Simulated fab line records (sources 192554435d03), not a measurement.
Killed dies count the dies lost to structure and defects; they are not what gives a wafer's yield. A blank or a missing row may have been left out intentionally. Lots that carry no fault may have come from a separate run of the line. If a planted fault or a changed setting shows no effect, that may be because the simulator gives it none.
A lot that was struck, set against a sound lot :: flow n5_finfet :: 45 steps out of a route of 1938
Sound: these wafers, L560.1, L560.2, L560.5. Struck: wafer L562.3. (L562.5 of the same lot was not struck and is left out.) The cause comes at the end.
Order at every step that has rows: each side's tool, ch and its chambers, its first start. Under that, the readings that differ: sound wafers :: struck wafers :: difference of the means :: sigmas: that difference in standard deviations of wafers without a fault.
alike: a reading whose means differ by less than 2 such deviations, as well as words and numbers matching on both sides. not compared: withheld readings; readings where some wafer has no value; bounds like >300 that might hide an equal value; numbers whose values overlap and for which the record gives no deviation.
Wherever a step has rows on one side only, a row that says differs or no value, or a row with sigmas, the two part there. When numbers do not overlap yet have no deviation, they are printed without sigmas and do not part them. Lack of a reading on every wafer of one side parts them only where that side has two or more wafers.

first, 11 steps without rows for these wafers: N5_BEOL_M2_DESCUM_33 (chemistry O2, time 7 s); N5_BEOL_M2_ETCH_77 (etches underlayer in N2/H2, target depth 6.5 nm, time 5.2 s); N5_BEOL_M2_ETCH_69 (etches SiARC in CF4, target depth 15.6 nm, time 26 s); N5_BEOL_M2_ALD_98 (deposits SiO2, target thk 2.5 nm, pulse time 1 s, co reactant pulse time 1 s); N5_BEOL_M2_ETCHBACK_99 (etches SiO2 in CHF3, target depth 5 nm, time 10.4 s); N5_BEOL_M2_ETCH_70 (etches SOC in N2/H2, target depth 80 nm, overetch 24 nm, time 130 s); N5_BEOL_M2_STRIP_71 (strips in N2/H2); N5_BEOL_M2_STRIP_78 (strips in N2/H2); N5_BEOL_M2_VIA_ETCH_34 (etches the open film in C4F6/O2, target depth 69.4 nm, time 65.9 s); N5_BEOL_M2_STRIP_83 (strips in C4F6/O2); N5_BEOL_M2_STRIP_36 (strips in N2/H2).
N5_BEOL_M2_TRENCH_ETCH_37: etches SiOC in C4F6/O2, target depth 55.555 nm, time 29.2 s.
  sound on rie_diel-04 ch 0,2,3, day 9 01:59; struck on rie_diel-04 ch 3, day 9 05:34
reading: run_length_s (s)
sound: 52.1 52.8 53.0
struck: 43.2
difference: -9.4
sigmas: -23

reading: model.BEOL_M2.feature_depth_nm (nm)
sound: 56.6 56.8 55.2
struck: 37
difference: -19
sigmas: 

reading: model.etch.depth_nm (nm)
sound: 56.66 56.8 55.13
struck: 37
difference: -19
sigmas: 

reading: model.TiN_of_BEOL_M2_HM_DEP_02.thk_nm (nm)
sound: 17.4 17.8 17.4
struck: 18.4
difference: +0.9
sigmas: 
  alike: drypump_motor_current_A, oes_product_au, rf_vpp_V, showerhead_plenum_p_Torr, throttle_valve_pct
  not compared: rf_hours_counter_h
then, 2 steps without rows for these wafers: N5_BEOL_M2_ETCH_41 (etches SiCN in CH3F/O2, target depth 29.9 nm, time 52.5 s); N5_BEOL_M2_STRIP_97 (strips in N2/H2, time 10 s).
N5_BEOL_M2_OCD_MEAS_38:
  sound on ocd-02 at day 9 02:08; struck on ocd-02 at day 9 05:43
reading: trench_depth_nm (nm)
sound: 56.7 57.1 55.1
struck: 36.5
difference: -19.8
sigmas: -15
then, 25 steps without rows for these wafers: N5_BEOL_M2_HM_STRIP_39 (strips TiN in peroxide tin strip, target depth 25 nm, time 158 s); N5_BEOL_M2_SRD_40 (time 30 s); N5_BEOL_M2_PRECLEAN_42 (cleans in residue remover, time 60 s); N5_BEOL_M2_SRD_43 (time 30 s); N5_BEOL_M2_DEGAS_44 (time 60 s); N5_BEOL_M2_PRE_CLEAN_45 (time 30 s); N5_BEOL_M2_ALD_84 (deposits TaN, pulse time 2 s, purge time 3 s, co reactant purge time 2 s); N5_BEOL_M2_SURFACE_TREAT_85; N5_BEOL_M2_CVD_47 (deposits Co from CCTBA/H2, target thk 3 nm, time 223.8 s); N5_BEOL_M2_SPUTTER_48 (material Cu, target thk 4.5 nm, time 8.29 s); N5_BEOL_M2_ANNEAL_49 (time 240 s); N5_BEOL_M2_SPUTTER_79 (material Cu, target thk 4.5 nm, time 8.29 s); N5_BEOL_M2_ANNEAL_80 (time 240 s); N5_BEOL_M2_SPUTTER_81 (material Cu, target thk 4.5 nm, time 8.29 s); N5_BEOL_M2_ANNEAL_82 (time 240 s); N5_BEOL_M2_SPUTTER_86 (material Cu, target thk 4.5 nm, time 8.29 s); N5_BEOL_M2_ANNEAL_87 (time 240 s); N5_BEOL_M2_SPUTTER_88 (material Cu, target thk 4.5 nm, time 8.29 s); N5_BEOL_M2_ANNEAL_89 (time 240 s); N5_BEOL_M2_SPUTTER_90 (material Cu, target thk 4.5 nm, time 8.29 s); N5_BEOL_M2_ANNEAL_91 (time 240 s); N5_BEOL_M2_SPUTTER_92 (material Cu, target thk 4.5 nm, time 8.29 s); N5_BEOL_M2_ANNEAL_93 (time 240 s); N5_BEOL_M2_SPUTTER_94 (material Cu, target thk 4.5 nm, time 8.29 s); N5_BEOL_M2_ANNEAL_95 (time 240 s).
N5_BEOL_M2_CMP_52: polishes, stops on SiOC, t overpolish 6.8 s, target thk 40 nm.
  sound on cmp-02 ch 0,3, day 9 05:20; struck on cmp-02 ch 1, day 9 09:23
reading: barrier_field_endpoint_s (s)
sound: 23.8 23.8 24.4
struck: 25.7
difference: +1.7
sigmas: +3

reading: motor_current_A (A)
sound: 7.3 7.4 8.4
struck: 5.8
difference: -1.9
sigmas: -3

reading: model.Cu_of_BEOL_M2_ECD_50.thk_nm (nm)
sound: 41 40.4 39.2
struck: 21.6
difference: -18.6
sigmas: 
  alike: overpolish_run_s, time_to_endpoint_s
N5_BEOL_M2_THK_MEAS_53: measures by xrf.
  sound on film_metro-01 at day 9 05:35; struck on film_metro-02 at day 9 09:34
reading: M2_THK (nm)
sound: 40.2 39.4 38.4
struck: 21.5
difference: -17.8
sigmas: -13
N5_BEOL_M2_RS_MEAS_58: a four-point-probe measurement.
  sound on film_metro-01 at day 9 05:51; struck on film_metro-02 at day 9 09:53
reading: M2_RS (ohm/sq)
sound: 0.65 0.66 0.69
struck: 1.52
difference: +0.85
sigmas: +26
N5_BEOL_M4_RC_MEAS_101:
  sound on prober-01 ch 0, day 10 20:47; struck on prober-02 ch 0, day 10 22:29
reading: SERP_M2 (ohm/um)
sound: 191 209 209
struck: 404
difference: +201
sigmas: +13

reading: SERP_M2_max_site (ohm/um)
sound: 199 226 229
struck: 438
difference: +220
sigmas: +14
  alike: DIBL_N, DIBL_P, IOFF_N, IOFF_P, ION_N, ION_P, SS_N, SS_P, VT_N, VT_P
-- here the record skips 5 days between the struck wafers' starts before and after, leaving off in module BEOL_M4 and picking up in module PASSIVATION (first step shown: number 1936 of the route) --
N5_PASSIVATION_PROBE_49:
  sound on prober-01 at day 16 15:41; struck on prober-01 at day 15 19:38
reading: defect_limited_yield (%)
sound: 90.3 91.7 89.4
struck: 80.4
difference: -10.1
sigmas: -7

reading: killed_at_M0_to_M3
sound: 35 33 35
struck: 173
difference: +139
sigmas: +14

reading: killed_dies
sound: 115 98 125
struck: 231
difference: +118
sigmas: +7

reading: sort_bin_6_memory (%)
sound: 4.0 2.9 4.0
struck: 2.2
difference: -1.4
sigmas: -2

reading: sort_bin_8_speed (%)
sound: 0 0 0.1
struck: 11.5
difference: +11.5
sigmas: +25

reading: sort_n_pass
sound: 1065 1082 1054
struck: 949
difference: -118
sigmas: -7
  alike: killed_at_M4_up, killed_at_contacts, killed_at_front_end, killed_at_other, killed_open, killed_short, sort_bin_5_function

WHERE THEY PART
First at N5_BEOL_M2_TRENCH_ETCH_37; last, within this record, at N5_PASSIVATION_PROBE_49.

WHY: what the simulator had put in
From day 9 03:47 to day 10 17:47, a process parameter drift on rie_diel-04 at N5_BEOL_M2_TRENCH_ETCH_37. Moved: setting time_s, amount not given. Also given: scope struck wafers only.
